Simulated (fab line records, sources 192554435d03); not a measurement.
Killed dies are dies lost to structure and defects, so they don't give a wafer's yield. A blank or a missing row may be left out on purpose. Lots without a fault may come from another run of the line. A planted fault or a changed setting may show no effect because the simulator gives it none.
Split-lot experiment | flow n5_finfet | 7 lots, 21 wafers read, on a route of 1938 steps

THE SPLIT
At N5_PMOS_HMC_CHANNEL_EPI_PEB_07 (peb time 60 s), the setting peb_temp_c was moved away from the recipe's 110 C on 6 of the 21 wafers read, by -3.3% to +2.9%. The other wafers ran this setting at the recipe's value.

FROM THE SPLIT TO THE READING: what the file shows between them, 1 step
- N5_PMOS_HMC_CHANNEL_EPI_DEVELOP_08: develop time 30 s (also split here: develop_time_s)

THE READING
cd_nm, in nm, at N5_PMOS_HMC_CHANNEL_EPI_CD_MEAS_09 (target cd 237.4 nm). Fault-free wafers of this fab line usually give 238.2 nm, standard deviation 0.86 nm.

wafer  | tool, chamber at the split | peb_temp_c as run, C | against the recipe | cd_nm, nm | against lot-mates on the recipe
L074.1 | litho_track-02, 0          | 110                  | recipe             | 237.8     | -
L074.2 | litho_track-02, 0          | 110                  | recipe             | 238.1     | -
L074.5 | litho_track-02, 0          | 110                  | recipe             | 237.9     | -
L076.1 | litho_track-03, 0          | 108.2                | -1.6%              | 233.3     | -5.7
L076.4 | litho_track-03, 0          | 108.2                | -1.6%              | 233.2     | -5.8
L076.5 | litho_track-03, 0          | 110                  | recipe             | 239.0     | -
L079.2 | litho_track-03, 0          | 107.3                | -2.5%              | 228.3     | -9.1
L079.3 | litho_track-03, 0          | 107.3                | -2.5%              | 230.7     | -6.7
L079.5 | litho_track-03, 0          | 110                  | recipe             | 237.4     | -
L086.2 | litho_track-03, 0          | 106.4                | -3.3%              | 224.9     | -14.2
L086.3 | litho_track-03, 0          | 110                  | recipe             | 239.6     | -
L086.5 | litho_track-03, 0          | 110                  | recipe             | 238.6     | -
L087.1 | litho_track-02, 0          | 110                  | recipe             | 237.9     | -
L087.2 | litho_track-02, 0          | 110                  | recipe             | 238.3     | -
L087.6 | litho_track-02, 0          | 110                  | recipe             | 238.7     | -
L090.3 | litho_track-02, 0          | 110                  | recipe             | 239.3     | -
L090.5 | litho_track-02, 0          | 110                  | recipe             | 237.7     | -
L090.6 | litho_track-02, 0          | 110                  | recipe             | 238.5     | -
L094.1 | litho_track-03, 0          | 113.2                | +2.9%              | 247.6     | +10.0
L094.3 | litho_track-03, 0          | 110                  | recipe             | 237.6     | -
L094.6 | litho_track-03, 0          | 110                  | recipe             | 237.5     | -

THE FIT
A straight line over all 21 wafers: cd_nm changes by +3.55 nm for each +1% of peb_temp_c; r = +0.98; the points scatter about the line by 0.87 nm.
The same after taking each lot's own level away (the mean of its wafers on the recipe; 21 wafers): +3.64 nm for each +1%; r = +0.99; scatter 0.82 nm.
On that fit, the largest move of peb_temp_c shifts the reading by 12 nm.
The lots' own levels span 237.40 to 239.10 nm, that is 2.0 times the standard deviation above.
So the lot-to-lot level changes the slope little: the two slopes agree.
Check: with one of the wafers moved furthest among these (-3.3%) left out of the fit, the line predicts -11 nm for it against its lot-mates. It came out at -14.2 nm against them.

OTHER SPLITS ON THESE WAFERS
These wafers also went through other splits before the reading. Each is held against what the fit with the lots' levels taken away leaves over:
other split on the same wafers                    | wafers away from the commonest value | r with cd_nm (lot level and that fit taken away)
N5_ZERO_LAYER_PECVD_02 time_s                     | 7                                    | -0.51
N5_ZERO_LAYER_EXPOSE_08 dose_mj                   | 6                                    | +0.10
N5_PMOS_HMC_CHANNEL_EPI_DEVELOP_08 develop_time_s | 3                                    | -0.08

THE WHOLE CHAIN: every reading that the file lists as answering this split, in the file's order
step                               | what it does                                                           | reading                                                                     | change (the file's fit)              | r (the file's)
N5_PMOS_HMC_CHANNEL_EPI_CD_MEAS_09 | target cd 237.4 nm                                                     | cd_nm                                                                       | +3.75 nm for each +1% of the setting | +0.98
N5_PMOS_HMC_CHANNEL_EPI_DESCUM_14  | chemistry O2, time 7.9 s                                               | PMOS_HMC_CHANNEL_EPI.cd_nm (the simulator's own value, which no gauge read) | +3.77 nm for each +1% of the setting | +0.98
N5_PMOS_HMC_CHANNEL_EPI_ETCH_32    | etches BARC in N2/H2, stops on SiO2, target depth 85.8 nm, time 50.3 s | PMOS_HMC_CHANNEL_EPI.cd_nm (the simulator's own value, which no gauge read) | +3.56 nm for each +1% of the setting | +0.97

THE FILE'S OWN FIT
cd_nm changes by +3.75 nm for each +1% of peb_temp_c, r = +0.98.
